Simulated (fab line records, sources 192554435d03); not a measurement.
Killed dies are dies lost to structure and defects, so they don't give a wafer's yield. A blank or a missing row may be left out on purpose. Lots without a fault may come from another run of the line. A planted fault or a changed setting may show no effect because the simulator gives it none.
Chamber matching | flow n5_finfet | N5_BEOL_M9_CMP_52 on cmp-04: 4 sister chambers
The step polishes, stops on SiCOH lowk, t overpolish 7 s, target thk 140 nm. 4 wafers are shown with their chamber, then 7 later ones without.

WAFERS WITH THEIR CHAMBER
wafer  | chamber | motor_current_A (A)
L078.6 | 0       | 5.6
L085.5 | 3       | 6.4
L089.1 | 2       | 5.9
L089.3 | 1       | 6.4

WAFERS WITHOUT THEIR CHAMBER
wafer  | motor_current_A (A)
L089.5 | 6.0
L092.1 | 6.0
L092.2 | 5.9
L092.3 | 5.4
L096.2 | 5.2
L096.4 | 5.6
L096.5 | 5.8

WHICH CHAMBER EACH WENT THROUGH
wafer  | from the rows above               | in truth
L089.5 | can't be placed: 2 or 0 or 1 or 3 | 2
L092.1 | can't be placed: 2 or 0 or 1 or 3 | 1
L092.2 | can't be placed: 2 or 0           | 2
L092.3 | can't be placed: 0 or 2           | 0
L096.2 | can't be placed: 0 or 2           | 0
L096.4 | can't be placed: 0 or 2           | 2
L096.5 | can't be placed: 2 or 0           | 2
Placed correctly: 0 of 7. Can't be placed from these rows: 7 (the true chamber is among the candidates in 7). Placed wrongly: 0.
How it was worked out, from the rows above alone: a wafer's distance from a chamber is the root of the sum, over the readings, of the square of ((its reading less the chamber's mean) divided by the reading's scatter). The wafer belongs to the nearest chamber; if the next one is less than 2 further off, it can't be placed. A chamber's mean is the mean of its shown wafers. The scatter: with one shown wafer a chamber, the root of the mean of the squares of how far each hidden wafer lies from its nearest shown one.
